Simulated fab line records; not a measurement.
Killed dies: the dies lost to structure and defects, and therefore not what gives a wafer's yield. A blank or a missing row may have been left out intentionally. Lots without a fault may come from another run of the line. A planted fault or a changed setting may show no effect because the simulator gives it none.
fab line records	flow n5-finfet
record lots=24	wafers=72	last-day=20
route steps=1938 shown BEOL_M0_SAQP@670 BEOL_M0@716
lots that met no fault: taken from a fault-free run of the same line
start-h: the number of hours between the record's first day and the start of the first shown wafer of the lot	wait-h: hours elapsed since this lot's preceding step	" same as the row above	L1.1+2: several wafers, shown together as one row	- no value, or no start was given	* or withheld: withheld	< > ~ a bound
route shown NAME@n: a module of which the file shows steps, and the number in the route of the first	usual: the fault-free wafers' mean and standard deviation	same: alike in all rows	chamber/n: place in a boat	sites: per-site readings	_std_site: the standard deviation of these	_edge_site: inner sites' mean taken away from outer sites' mean	radius-mm: for every site, how far away it sits from the centre of the wafer	mask NAME#n: copy n	behind: the tool/chamber that last shaped the wafer	hold: reason for holding the lot/hours on hold/outcome of the hold	device: transistor that didn't switch, given as n, p or np	end of line: tests of these same wafers at the route's end	a step with no rows: only its recipe	killed: dies lost to structure and defects at the first sort, not the wafer's yield	map: per-die view of a wafer (x killed, . not killed, _ where there is no die)
set.NAME: the run value of the setting; set.NAME@STEP: its run value at that earlier step	model.NAME: the simulator's own value behind a step, which no gauge read
route steps across a sampled set of lots; one table per step, one row per wafer
services: from which hour (start-h, from the record's first day; less than 0 if before it) a tool's chamber was out of use, for how many hours, and why
## steps
# step N5_BEOL_M0_SAQP_RECESS_104
# recipe chemistry=HF/NH3	target=SiO2	target-depth-a=180	afs-cycles=3	temp-c=30	sublimation-temp-c=180	sublimation-time-s=60
# usual drypump-motor-current-A=5.3/0.36	foreline-p-Torr=0.1279/0.00047	temp-c=30.01/0.11
lot.wafer	tool	chamber	start-h	wait-h	drypump-motor-current-A	foreline-p-Torr	temp-c
L074.2	vapor-etch-02	0	112.90	0.1	5.7	0.1279	30.05
L074.4	"	1	"	"	5.4	0.1288	29.93
L074.6	"	0	"	"	5.7	0.1277	29.99
L075.2	vapor-etch-02	1	118.96	0.1	5.4	0.1275	30.06
L075.4	"	1	"	"	5.4	0.1272	30.04
L075.5	"	0	"	"	5.7	0.1272	29.92
L076.3	vapor-etch-01	1	124.06	0.2	5.4	0.1279	30.02
L076.4	"	0	"	"	4.8	0.1283	29.87
L076.5	"	1	"	"	5.4	0.1269	30.05
L077.1	vapor-etch-02	0	127.80	0.1	5.7	0.1288	29.95
L077.5	"	1	"	"	5.4	0.1282	30.05
L077.6	"	0	"	"	5.7	0.1283	30.12
L078.1	vapor-etch-01	1	133.76	0.1	5.4	0.1277	30.00
L078.4	"	1	"	"	5.4	0.1277	30.08
L078.5	"	1	"	"	5.4	0.1282	29.93
L079.1	vapor-etch-01	0	139.62	0.1	4.8	0.1287	30.06
L079.2	"	1	"	"	5.4	0.1283	29.91
L079.3	"	0	"	"	4.8	0.1276	30.11
L080.1	vapor-etch-02	1	144.49	0.1	5.4	0.1291	30.30
L080.2	"	0	"	"	5.7	0.1281	29.90
L080.4	"	0	"	"	5.7	0.1286	29.80
L081.2	vapor-etch-02	0	151.02	0.1	5.8	0.1278	29.97
L081.3	"	0	"	"	5.8	0.1276	30.20
L081.4	"	1	"	"	5.4	0.1284	29.96
L082.3	vapor-etch-01	1	164.64	0.2	5.4	0.1279	30.20
L082.5	"	1	"	"	5.4	0.1279	29.93
L082.6	"	0	"	"	4.8	0.1275	30.11
L083.1	vapor-etch-02	1	164.84	0.1	5.4	0.1276	30.04
L083.3	"	0	"	"	5.7	0.1277	29.75
L083.5	"	1	"	"	5.4	0.1276	29.97
L084.3	vapor-etch-02	0	176.30	0.2	5.7	0.1284	30.10
L084.5	"	1	"	"	5.4	0.1285	30.02
L084.6	"	0	"	"	5.7	0.1281	30.07
L085.3	vapor-etch-01	1	181.58	0.2	5.4	0.1277	30.00
L085.4	"	0	"	"	4.8	0.1279	30.08
L085.6	"	1	"	"	5.4	0.1280	30.17
L086.2	vapor-etch-02	0	185.91	0.1	5.7	0.1282	30.06
L086.3	"	1	"	"	5.4	0.1272	30.06
L086.5	"	1	"	"	5.4	0.1275	29.99
L087.1	vapor-etch-01	1	195.87	0.1	5.4	0.1279	30.07
L087.2	"	0	"	"	4.8	0.1284	29.98
L087.5	"	1	"	"	5.4	0.1277	30.07
L088.1	vapor-etch-01	0	200.89	0.1	4.8	0.1284	29.90
L088.3	"	0	"	"	4.8	0.1280	29.97
L088.6	"	0	"	"	4.8	0.1277	30.03
L089.2	vapor-etch-01	0	204.90	0.1	4.7	0.1280	29.94
L089.3	"	0	"	"	4.8	0.1281	29.97
L089.5	"	1	"	"	5.4	0.1275	29.99
L090.4	vapor-etch-01	0	207.70	0.2	4.8	0.1278	29.97
L090.5	"	0	"	"	4.8	0.1283	29.89
L090.6	"	1	"	"	5.4	0.1280	29.96
L091.2	vapor-etch-01	1	216.18	0.1	5.4	0.1285	30.08
L091.4	"	1	"	"	5.4	0.1284	30.16
L091.6	"	0	"	"	4.8	0.1277	29.94
L092.3	vapor-etch-01	0	218.51	0.2	4.8	0.1279	30.14
L092.4	"	1	"	"	5.4	0.1281	30.12
L092.5	"	0	"	"	4.8	0.1275	30.03
L093.1	vapor-etch-01	1	225.78	0.1	5.4	0.1281	29.99
L093.2	"	0	"	"	4.8	0.1270	30.08
L093.6	"	0	"	"	4.8	0.1275	30.01
L094.1	vapor-etch-02	0	228.97	0.1	5.7	0.1284	30.16
L094.2	"	1	"	"	5.4	0.1279	29.96
L094.6	"	1	"	"	5.4	0.1273	29.99
L095.2	vapor-etch-01	0	233.76	0.1	4.8	0.1278	30.13
L095.3	"	1	"	"	5.4	0.1280	30.12
L095.6	"	1	"	"	5.3	0.1280	30.18
L096.1	vapor-etch-01	0	239.41	0.1	4.8	0.1283	30.15
L096.2	"	1	"	"	5.4	0.1284	29.90
L096.4	"	0	"	"	4.8	0.1284	30.14
L097.1	vapor-etch-01	0	252.26	0.1	4.7	0.1276	30.15
L097.2	"	1	"	"	5.4	0.1272	29.94
L097.4	"	1	"	"	5.4	0.1278	29.92
# step N5_BEOL_M0_SAQP_CD_MEAS_29
# recipe target-cd-nm=14.4	landing-energy-ev=1000	detector=se-inlens
# usual cd-nm=15.04/0.25
lot.wafer	tool	chamber	start-h	wait-h	cd-nm
L074.2	cd-sem-02	0	114.51	0.1	15.11
L074.4	"	0	"	"	15.08
L074.6	"	0	"	"	15.36
L075.2	cd-sem-02	0	120.61	0.1	14.52
L075.4	"	0	"	"	14.73
L075.5	"	0	"	"	14.82
L076.3	cd-sem-03	0	125.53	0.1	14.83
L076.4	"	0	"	"	14.54
L076.5	"	0	"	"	15.25
L077.1	cd-sem-01	0	129.30	0.1	14.79
L077.5	"	0	"	"	14.78
L077.6	"	0	"	"	14.78
L078.1	cd-sem-03	0	135.28	0.1	15.06
L078.4	"	0	"	"	15.06
L078.5	"	0	"	"	15.58
L079.1	cd-sem-01	0	141.21	0.1	15.02
L079.2	"	0	"	"	15.44
L079.3	"	0	"	"	14.84
L080.1	cd-sem-01	0	147.84	0.1	15.55
L080.2	"	0	"	"	14.85
L080.4	"	0	"	"	14.59
L081.2	cd-sem-03	0	153.36	0.1	15.23
L081.3	"	0	"	"	14.98
L081.4	"	0	"	"	14.94
L082.3	cd-sem-02	0	166.16	0.1	15.07
L082.5	"	0	"	"	15.25
L082.6	"	0	"	"	14.73
L083.1	cd-sem-01	0	167.15	0.1	15.13
L083.3	"	0	"	"	14.94
L083.5	"	0	"	"	14.92
L084.3	cd-sem-03	0	179.50	0.1	14.99
L084.5	"	0	"	"	14.96
L084.6	"	0	"	"	14.85
L085.3	cd-sem-02	0	183.44	0.1	15.14
L085.4	"	0	"	"	15.30
L085.6	"	0	"	"	14.98
L086.2	cd-sem-03	0	187.64	0.1	14.69
L086.3	"	0	"	"	14.85
L086.5	"	0	"	"	14.84
L087.1	cd-sem-03	0	197.51	0.1	15.16
L087.2	"	0	"	"	15.33
L087.5	"	0	"	"	15.15
L088.1	cd-sem-03	0	202.54	0.1	15.15
L088.3	"	0	"	"	14.91
L088.6	"	0	"	"	15.33
L089.2	cd-sem-01	0	207.07	0.1	14.84
L089.3	"	0	"	"	15.30
L089.5	"	0	"	"	15.29
L090.4	cd-sem-03	0	209.08	0.1	14.99
L090.5	"	0	"	"	15.27
L090.6	"	0	"	"	14.88
L091.2	cd-sem-01	0	217.68	0.1	14.85
L091.4	"	0	"	"	15.02
L091.6	"	0	"	"	14.84
L092.3	cd-sem-03	0	219.89	0.1	14.75
L092.4	"	0	"	"	15.17
L092.5	"	0	"	"	15.69
L093.1	cd-sem-02	0	227.45	0.1	15.28
L093.2	"	0	"	"	14.98
L093.6	"	0	"	"	15.05
L094.1	cd-sem-03	0	231.06	0.1	15.23
L094.2	"	0	"	"	15.37
L094.6	"	0	"	"	15.45
L095.2	cd-sem-01	0	235.37	0.1	14.50
L095.3	"	0	"	"	14.79
L095.6	"	0	"	"	14.67
L096.1	cd-sem-03	0	241.04	0.1	14.73
L096.2	"	0	"	"	14.92
L096.4	"	0	"	"	14.72
L097.1	cd-sem-01	0	254.18	0.1	14.99
L097.2	"	0	"	"	15.14
L097.4	"	0	"	"	14.81
# step N5_BEOL_M0_HM_OPEN_105
# recipe chemistry=Cl2/BCl3	target-depth-a=120	target=TiN	ion-energy-ev=150	pressure-mtorr=10	icp-w=1000	bias-w=126	Cl2_flow_sccm=53.25	bcl3-flow-sccm=21.75	Ar_flow_sccm=25
# usual drypump-motor-current-A=5.8/0.6	oes-product-au=0.81/0.074	throttle-valve-pct=21.85/0.19
lot.wafer	tool	chamber	start-h	wait-h	drypump-motor-current-A	oes-product-au	rf-hours-counter-h	throttle-valve-pct
L074.2	rie-metal-01	0	117.37	0.1	5.5	0.79	31	21.90
L074.4	"	0	"	"	5.5	0.79	-	21.91
L074.6	"	1	"	"	5.0	0.79	-	21.77
L075.2	rie-metal-01	0	124.05	1.4	5.6	0.79	31	21.92
L075.4	"	1	"	"	5.0	0.79	-	21.79
L075.5	"	1	"	"	5.0	0.80	-	21.78
L076.3	rie-metal-01	0	129.38	1.5	5.5	0.80	-	21.90
L076.4	"	1	"	"	5.0	0.79	-	21.79
L076.5	"	1	"	"	5.0	0.79	-	21.77
L077.1	rie-metal-01	1	132.63	1.1	5.0	0.79	36	21.77
L077.5	"	1	"	"	5.0	0.79	-	21.79
L077.6	"	0	"	"	5.6	0.79	-	21.92
L078.1	rie-metal-02	1	139.22	1.7	5.5	0.70	63	22.26
L078.4	"	1	"	"	5.6	0.70	-	22.23
L078.5	"	1	"	"	5.6	0.70	-	22.25
L079.1	rie-metal-01	1	151.40	7.9	5.0	0.79	38	21.79
L079.2	"	0	"	"	5.5	0.78	33	21.92
L079.3	"	0	"	"	5.5	0.78	-	21.91
L080.1	rie-metal-02	0	151.44	1.3	6.6	0.99	2	21.71
L080.2	"	1	"	"	5.6	0.70	65	22.26
L080.4	"	0	"	"	6.5	0.99	-	21.70
L081.2	rie-metal-01	0	155.75	0.1	5.5	0.78	33	21.91
L081.3	"	1	"	"	5.0	0.79	-	21.78
L081.4	"	0	"	"	5.5	0.78	-	21.94
L083.1	rie-metal-02	0	170.28	0.8	6.6	0.97	3	21.69
L083.3	"	0	"	"	6.5	0.98	-	21.69
L083.5	"	1	"	"	5.6	0.70	-	22.26
L082.3	rie-metal-03	1	170.52	2.0	6.7	0.82	-	21.78
L082.5	"	0	"	"	5.7	0.90	-	21.67
L082.6	"	1	"	"	6.7	0.82	-	21.77
L084.3	rie-metal-03	0	183.29	1.4	5.7	0.90	-	21.71
L084.5	"	1	"	"	6.7	0.81	-	21.79
L084.6	"	0	"	"	5.7	0.89	-	21.69
L085.3	rie-metal-01	0	187.63	1.8	5.6	0.78	-	21.93
L085.4	"	1	"	"	5.0	0.77	-	21.80
L085.6	"	1	"	"	5.0	0.78	-	21.80
L086.2	rie-metal-03	1	190.64	0.8	6.7	0.80	32	21.80
L086.3	"	1	"	"	6.7	0.81	-	21.79
L086.5	"	0	"	"	5.8	0.89	-	21.70
L087.1	rie-metal-02	0	201.90	2.2	6.5	0.94	6	21.72
L087.2	"	1	"	"	5.5	0.69	70	22.27
L087.5	"	0	"	"	6.6	0.93	-	21.73
L088.1	rie-metal-01	1	213.91	9.2	5.0	0.78	44	21.79
L088.3	"	1	"	"	5.0	0.77	-	21.80
L088.6	"	1	"	"	5.0	0.78	-	21.79
L089.2	rie-metal-03	0	214.56	5.3	5.7	0.88	12	21.69
L089.3	"	1	"	"	6.7	0.81	-	21.79
L089.5	"	0	"	"	5.8	0.88	-	21.69
L090.4	rie-metal-03	0	215.57	4.4	5.8	0.88	-	21.69
L090.5	"	0	"	"	5.7	0.88	-	21.69
L090.6	"	1	"	"	6.7	0.81	-	21.79
L092.3	rie-metal-01	0	222.43	0.5	5.5	0.76	-	21.94
L092.4	"	1	"	"	5.0	0.77	-	21.76
L092.5	"	1	"	"	5.0	0.77	-	21.78
L091.2	rie-metal-02	0	229.16	9.1	6.6	0.92	8	21.72
L091.4	"	0	"	"	6.6	0.93	-	21.72
L091.6	"	0	"	"	6.6	0.92	-	21.72
L093.1	rie-metal-03	0	232.92	2.8	5.7	0.88	14	21.68
L093.2	"	1	"	"	6.7	0.81	35	21.78
L093.6	"	1	"	"	6.7	0.81	-	21.78
L094.1	rie-metal-03	0	233.97	0.3	5.7	0.88	14	21.70
L094.2	"	1	"	"	6.7	0.80	35	21.81
L094.6	"	1	"	"	6.7	0.80	-	21.78
L095.2	rie-metal-02	1	238.20	0.7	5.5	0.68	72	22.30
L095.3	"	1	"	"	5.5	0.68	-	22.28
L095.6	"	1	"	"	5.6	0.68	-	22.27
L096.1	rie-metal-03	0	245.72	1.8	5.7	0.87	15	21.70
L096.2	"	1	"	"	6.7	0.81	36	21.80
L096.4	"	0	"	"	5.7	0.87	-	21.70
L097.1	rie-metal-03	0	261.85	4.4	5.8	0.86	16	21.71
L097.2	"	1	"	"	6.7	0.80	37	21.81
L097.4	"	0	"	"	5.8	0.87	-	21.72
# step N5_BEOL_M0_ETCH_128
# recipe chemistry=CF4/N2	target-depth-a=120	overetch-a=51	target=SiCN	time-s=21.4	ion-energy-ev=150	pressure-mtorr=40	source-w=430	bias-w=70	Ar_flow_sccm=100	cf4-flow-sccm=60	n2-flow-sccm=60
# usual drypump-motor-current-A=5.6/0.37	n2-flow-sccm=60.00/0.19	oes-product-au=0.57/0.065	rf-vpp-V=383.2/1.5	showerhead-plenum-p-Torr=2.24/0.059	throttle-valve-pct=15.2/0.32
lot.wafer	tool	chamber	start-h	wait-h	drypump-motor-current-A	n2-flow-sccm	oes-product-au	rf-hours-counter-h	rf-vpp-V	showerhead-plenum-p-Torr	throttle-valve-pct
L074.2	rie-diel-01	2	118.11	0.4	5.9	59.78	0.58	40	386.3	2.32	15.0
L074.4	"	2	"	"	5.9	60.18	0.58	-	385.7	2.32	15.0
L074.6	"	3	"	"	5.2	59.89	0.61	-	383.8	2.26	15.1
L075.2	rie-diel-01	3	124.51	0.1	5.2	60.11	0.61	28	384.0	2.25	15.1
L075.4	"	1	"	"	5.3	59.87	0.52	-	383.1	2.29	15.6
L075.5	"	2	"	"	5.9	59.86	0.58	-	385.1	2.32	15.0
L076.3	rie-diel-06	1	129.73	0.0	5.6	59.71	0.57	57	383.1	2.23	15.4
L076.4	"	3	"	"	4.9	59.80	0.50	187	381.1	2.11	15.4
L076.5	"	3	"	"	4.9	60.03	0.50	-	378.6	2.11	15.5
L077.1	rie-diel-04	1	133.59	0.5	6.2	60.17	0.51	181	385.5	2.29	15.8
L077.5	"	1	"	"	6.2	60.28	0.51	-	385.1	2.29	15.8
L077.6	"	2	"	"	5.9	60.44	0.51	-	381.2	2.19	15.5
L078.1	rie-diel-01	2	139.69	0.0	5.9	59.87	0.57	47	384.5	2.32	15.1
L078.4	"	0	"	"	5.9	59.97	0.65	4	383.8	2.35	14.9
L078.5	"	0	"	"	5.9	59.57	0.65	-	384.2	2.35	14.9
L079.1	rie-diel-06	3	151.98	0.0	4.9	59.96	0.49	196	379.6	2.11	15.5
L079.2	"	2	"	"	5.6	59.88	0.48	235	384.6	2.27	15.4
L079.3	"	1	"	"	5.5	60.23	0.58	67	382.8	2.22	15.4
L080.1	rie-diel-01	2	152.30	0.3	5.9	59.90	0.58	52	385.3	2.32	15.1
L080.2	"	3	"	"	5.2	60.28	0.60	36	383.5	2.25	15.1
L080.4	"	1	"	"	5.3	59.88	0.51	194	384.8	2.29	15.6
L081.2	rie-diel-04	1	156.07	0.0	6.2	59.70	0.51	191	384.1	2.29	15.8
L081.3	"	0	"	"	6.1	60.12	0.65	18	383.7	2.26	14.9
L081.4	"	0	"	"	6.1	59.99	0.65	-	384.8	2.26	14.9
L083.1	rie-diel-06	2	170.59	0.0	5.6	60.18	0.47	245	383.6	2.26	15.4
L083.3	"	3	"	"	5.0	60.12	0.50	206	381.8	2.11	15.5
L083.5	"	3	"	"	5.0	60.05	0.49	-	381.0	2.11	15.5
L082.3	rie-diel-04	1	170.79	0.0	6.3	59.55	0.51	196	383.8	2.28	15.8
L082.5	"	2	"	"	5.9	59.93	0.50	-	381.7	2.19	15.5
L082.6	"	3	"	"	5.5	60.03	0.63	-	383.4	2.26	14.9
L084.3	rie-diel-06	0	184.11	0.4	5.2	60.41	0.68	3	383.9	2.25	14.7
L084.5	"	1	"	"	5.5	60.23	0.56	-	384.3	2.22	15.5
L084.6	"	2	"	"	5.6	59.76	0.47	-	384.3	2.26	15.4
L085.3	rie-diel-06	2	188.94	0.8	5.6	59.72	0.46	253	383.2	2.26	15.4
L085.4	"	1	"	"	5.6	60.17	0.55	-	382.8	2.22	15.4
L085.6	"	0	"	"	5.2	59.55	0.67	-	384.2	2.25	14.8
L086.2	rie-diel-04	1	191.79	0.6	6.2	60.31	0.49	203	385.1	2.28	15.8
L086.3	"	2	"	"	6.0	60.19	0.50	205	380.8	2.18	15.5
L086.5	"	2	"	"	5.9	60.29	0.50	-	381.8	2.18	15.5
L087.1	rie-diel-04	3	202.22	0.0	5.5	59.76	0.62	16	383.3	2.25	14.9
L087.2	"	1	"	"	6.3	59.82	0.49	206	382.4	2.28	15.9
L087.5	"	3	"	"	5.5	60.11	0.61	-	383.5	2.25	15.0
L088.1	rie-diel-06	3	214.22	0.0	4.9	59.95	0.48	215	379.4	2.10	15.5
L088.3	"	0	"	"	5.2	60.16	0.65	16	382.3	2.24	14.8
L088.6	"	3	"	"	4.9	59.99	0.49	-	379.9	2.10	15.5
L089.2	rie-diel-01	3	214.88	0.0	5.2	60.28	0.59	42	383.7	2.25	15.1
L089.3	"	0	"	"	5.9	60.02	0.61	34	385.6	2.34	14.9
L089.5	"	3	"	"	5.2	60.05	0.61	-	385.0	2.25	15.1
L090.4	rie-diel-06	2	216.17	0.3	5.6	59.97	0.70	0	382.4	2.26	14.9
L090.5	"	1	"	"	5.6	59.93	0.56	-	383.6	2.21	15.5
L090.6	"	2	"	"	5.6	59.62	0.70	-	383.2	2.26	14.9
L092.3	rie-diel-04	1	222.92	0.3	6.2	60.16	0.50	213	382.3	2.28	15.9
L092.4	"	2	"	"	5.9	60.05	0.50	215	381.3	2.18	15.5
L092.5	"	2	"	"	5.9	59.93	0.49	-	381.9	2.18	15.5
L091.2	rie-diel-06	3	230.03	0.5	5.0	59.72	0.48	223	379.6	2.10	15.5
L091.4	"	2	"	"	5.6	60.00	0.67	-	382.5	2.25	14.9
L091.6	"	3	"	"	4.9	59.95	0.49	-	379.2	2.10	15.5
L093.1	rie-diel-04	2	233.29	0.1	5.9	59.71	0.49	219	381.7	2.18	15.6
L093.2	"	0	"	"	6.1	59.90	0.63	44	382.1	2.25	14.9
L093.6	"	1	"	"	6.2	59.91	0.50	-	382.5	2.28	15.9
L094.1	rie-diel-01	1	234.78	0.5	5.3	59.92	0.49	227	383.7	2.28	15.7
L094.2	"	2	"	"	5.9	60.04	0.54	84	385.4	2.30	15.1
L094.6	"	2	"	"	5.9	59.90	0.55	-	384.6	2.31	15.1
L095.2	rie-diel-06	0	238.51	0.0	5.2	60.31	0.61	25	385.2	2.24	14.8
L095.3	"	1	"	"	5.5	60.23	0.54	102	382.8	2.21	15.5
L095.6	"	0	"	"	5.2	59.99	0.62	-	382.4	2.24	14.8
L096.1	rie-diel-06	1	246.04	0.0	5.6	60.12	0.54	104	382.2	2.21	15.5
L096.2	"	0	"	"	5.2	59.94	0.62	27	383.4	2.24	14.8
L096.4	"	2	"	"	5.6	59.88	0.65	14	383.0	2.25	14.9
L097.1	rie-diel-06	2	262.36	0.2	5.6	59.90	0.62	19	382.6	2.25	14.9
L097.2	"	3	"	"	4.9	60.18	0.48	235	379.3	2.10	15.6
L097.4	"	1	"	"	5.6	60.19	0.55	109	383.9	2.21	15.5
# step N5_BEOL_M0_DEP_125
# recipe material=SiCN	target-thk-a=80	temp-c=withheld	precursor=3MS/NH3	pressure-torr=3	rf-w=202	time-s=14
# usual chamber-pressure-Torr=3.000/0.006	showerhead-plenum-p-Torr=3.656/0.0096	throttle-valve-pct=9.0/0.49
lot.wafer	tool	chamber	start-h	wait-h	chamber-pressure-Torr	showerhead-plenum-p-Torr	throttle-valve-pct
L074.2	pecvd-01	2	121.95	0.0	3.006	3.671	8.5
L074.4	"	2	"	"	3.001	3.679	8.5
L074.6	"	0	"	"	3.003	3.650	9.4
L075.2	pecvd-03	1	128.19	0.0	2.998	3.655	8.8
L075.4	"	1	"	"	3.005	3.640	9.0
L075.5	"	0	"	"	3.002	3.649	8.9
L076.3	pecvd-01	1	134.36	0.0	3.002	3.660	9.1
L076.4	"	1	"	"	3.006	3.671	9.2
L076.5	"	0	"	"	3.003	3.643	9.5
L077.1	pecvd-03	0	138.19	0.0	3.003	3.664	8.7
L077.5	"	1	"	"	2.992	3.648	8.7
L077.6	"	0	"	"	2.998	3.646	8.7
L078.1	pecvd-04	0	142.97	0.0	3.011	3.657	8.9
L078.4	"	1	"	"	2.998	3.659	10.2
L078.5	"	2	"	"	3.006	3.635	8.9
L079.1	pecvd-01	1	154.48	0.0	2.999	3.667	9.4
L079.2	"	0	"	"	2.995	3.646	9.5
L079.3	"	2	"	"	2.996	3.670	8.6
L080.1	pecvd-01	0	156.86	0.0	2.999	3.640	9.5
L080.2	"	2	"	"	3.001	3.670	8.2
L080.4	"	0	"	"	3.001	3.648	9.4
L081.2	pecvd-04	0	161.20	0.0	3.000	3.654	9.4
L081.3	"	0	"	"	2.997	3.659	9.1
L081.4	"	1	"	"	3.004	3.660	10.1
L083.1	pecvd-04	2	173.42	0.0	3.001	3.659	9.2
L083.3	"	0	"	"	3.004	3.667	9.2
L083.5	"	1	"	"	2.986	3.649	10.5
L082.3	pecvd-03	1	173.64	0.0	2.996	3.650	8.7
L082.5	"	1	"	"	3.002	3.644	8.6
L082.6	"	0	"	"	2.996	3.656	9.2
L084.3	pecvd-04	0	189.79	0.0	3.004	3.660	9.1
L084.5	"	1	"	"	2.999	3.663	10.3
L084.6	"	2	"	"	2.994	3.640	9.1
L085.3	pecvd-03	2	192.92	0.0	3.013	3.667	8.6
L085.4	"	2	"	"	3.007	3.663	8.6
L085.6	"	0	"	"	3.011	3.654	8.8
L086.2	pecvd-04	0	194.88	0.0	3.002	3.654	9.0
L086.3	"	1	"	"	2.998	3.655	10.0
L086.5	"	1	"	"	3.005	3.646	10.1
L087.1	pecvd-03	1	204.96	0.0	3.000	3.649	8.9
L087.2	"	0	"	"	3.005	3.658	9.0
L087.5	"	1	"	"	3.003	3.651	8.8
L088.1	pecvd-01	0	216.63	0.0	3.000	3.650	9.2
L088.3	"	2	"	"	2.999	3.667	8.4
L088.6	"	2	"	"	3.001	3.666	8.7
L089.2	pecvd-03	0	217.64	0.0	2.995	3.654	8.8
L089.3	"	2	"	"	2.998	3.658	8.5
L089.5	"	2	"	"	3.002	3.664	8.7
L090.4	pecvd-01	0	220.64	0.0	3.002	3.646	9.7
L090.5	"	2	"	"	3.004	3.682	8.7
L090.6	"	1	"	"	3.003	3.654	9.5
L092.3	pecvd-03	0	225.77	0.0	2.998	3.652	8.7
L092.4	"	0	"	"	2.988	3.652	8.8
L092.5	"	1	"	"	3.004	3.665	8.8
L091.2	pecvd-03	0	234.02	0.0	3.005	3.655	9.0
L091.4	"	1	"	"	3.005	3.652	8.7
L091.6	"	2	"	"	2.999	3.659	8.6
L093.1	pecvd-01	1	236.81	0.0	3.001	3.655	9.3
L093.2	"	0	"	"	3.009	3.660	9.4
L093.6	"	1	"	"	2.987	3.644	9.2
L094.1	pecvd-04	1	238.60	0.0	2.998	3.663	10.2
L094.2	"	2	"	"	3.013	3.642	8.7
L094.6	"	2	"	"	3.013	3.638	8.5
L095.2	pecvd-01	1	242.32	0.0	2.990	3.648	9.1
L095.3	"	2	"	"	3.006	3.672	8.6
L095.6	"	0	"	"	2.987	3.649	9.6
L096.1	pecvd-03	1	249.87	0.0	2.997	3.644	8.7
L096.2	"	2	"	"	3.002	3.654	8.6
L096.4	"	1	"	"	2.987	3.653	8.7
L097.1	pecvd-03	2	265.83	0.0	3.003	3.657	8.5
L097.2	"	0	"	"	2.994	3.646	8.9
L097.4	"	1	"	"	3.003	3.649	8.8
# step N5_BEOL_M0_RS_MEAS_126
# recipe thk-meas-gauge=four-point-probe	reads=Co_of_BEOL_M0_CO_CAP_123+Cu_of_BEOL_M0_ECD_118+Co_of_BEOL_M0_CVD_115+TaN_of_BEOL_M0_ALD_136
# usual M0_RS=0.543/0.02
lot.wafer	tool	chamber	start-h	wait-h	M0_RS[ohm/sq]
L074.2	film-metro-01	-	122.01	0.1	0.548
L074.4	"	-	"	"	0.536
L074.6	"	-	"	"	0.530
L075.2	film-metro-02	-	128.26	0.1	0.537
L075.4	"	-	"	"	0.553
L075.5	"	-	"	"	0.547
L076.3	film-metro-01	-	134.43	0.1	0.543
L076.4	"	-	"	"	0.494
L076.5	"	-	"	"	0.507
L077.1	film-metro-02	-	138.26	0.0	0.576
L077.5	"	-	"	"	0.546
L077.6	"	-	"	"	0.566
L078.1	film-metro-01	-	143.04	0.0	0.577
L078.4	"	-	"	"	0.552
L078.5	"	-	"	"	0.586
L079.1	film-metro-01	-	154.55	0.0	0.516
L079.2	"	-	"	"	0.545
L079.3	"	-	"	"	0.553
L080.1	film-metro-01	-	156.94	0.1	0.545
L080.2	"	-	"	"	0.574
L080.4	"	-	"	"	0.561
L081.2	film-metro-01	-	161.29	0.1	0.570
L081.3	"	-	"	"	0.582
L081.4	"	-	"	"	0.562
L083.1	film-metro-01	-	173.49	0.0	0.544
L083.3	"	-	"	"	0.543
L083.5	"	-	"	"	0.565
L082.3	film-metro-02	-	173.71	0.1	0.545
L082.5	"	-	"	"	0.527
L082.6	"	-	"	"	0.513
L084.3	film-metro-02	-	189.86	0.1	0.528
L084.5	"	-	"	"	0.553
L084.6	"	-	"	"	0.540
L085.3	film-metro-01	-	192.99	0.1	0.541
L085.4	"	-	"	"	0.561
L085.6	"	-	"	"	0.531
L086.2	film-metro-01	-	194.94	0.1	0.539
L086.3	"	-	"	"	0.528
L086.5	"	-	"	"	0.512
L087.1	film-metro-01	-	205.03	0.0	0.564
L087.2	"	-	"	"	0.557
L087.5	"	-	"	"	0.548
L088.1	film-metro-01	-	216.70	0.0	0.571
L088.3	"	-	"	"	0.553
L088.6	"	-	"	"	0.549
L089.2	film-metro-01	-	217.71	0.1	0.552
L089.3	"	-	"	"	0.548
L089.5	"	-	"	"	0.525
L090.4	film-metro-02	-	220.69	0.0	0.515
L090.5	"	-	"	"	0.533
L090.6	"	-	"	"	0.531
L092.3	film-metro-02	-	225.84	0.1	0.523
L092.4	"	-	"	"	0.499
L092.5	"	-	"	"	0.520
L091.2	film-metro-02	-	234.09	0.1	0.543
L091.4	"	-	"	"	0.545
L091.6	"	-	"	"	0.519
L093.1	film-metro-02	-	236.89	0.1	0.576
L093.2	"	-	"	"	0.556
L093.6	"	-	"	"	0.540
L094.1	film-metro-01	-	238.67	0.0	0.537
L094.2	"	-	"	"	0.565
L094.6	"	-	"	"	0.520
L095.2	film-metro-02	-	242.38	0.1	0.531
L095.3	"	-	"	"	0.517
L095.6	"	-	"	"	0.510
L096.1	film-metro-01	-	249.93	0.0	0.566
L096.2	"	-	"	"	0.553
L096.4	"	-	"	"	0.534
L097.1	film-metro-02	-	265.90	0.0	0.564
L097.2	"	-	"	"	0.527
L097.4	"	-	"	"	0.539
## services
tool	chamber	start-h	hours	kind
pecvd-03	0	89.01	2.1	scheduled-down
rie-diel-01	1	111.49	9.7	repair
pecvd-03	-	125.98	0.6	repair
rie-diel-06	0	130.10	4.0	repair
rie-diel-06	0	141.88	-	clean
rie-diel-06	0	141.88	-	consumable-replace:focus-ring
rie-diel-06	0	141.88	33.7	scheduled-down
rie-diel-06	0	141.88	33.7	vent-cycle
pecvd-03	0	144.63	19.6	repair
rie-diel-01	3	156.77	43.4	repair
pecvd-01	-	160.83	0.8	repair
rie-diel-04	1	171.89	1.4	repair
rie-diel-06	3	181.80	17.0	repair
rie-diel-06	2	198.81	-	clean
rie-diel-06	2	198.81	-	consumable-replace:focus-ring
rie-diel-06	2	198.81	16.9	scheduled-down
rie-diel-06	2	198.81	16.9	vent-cycle
rie-diel-01	-	202.64	0.5	repair
pecvd-01	-	203.81	0.8	pm
pecvd-01	-	218.69	0.9	repair
rie-metal-03	-	221.17	2.8	pm
pecvd-03	1	243.89	5.5	scheduled-down
rie-diel-01	-	252.18	2.8	pm
rie-metal-02	-	259.01	1.1	repair
## key
fault none
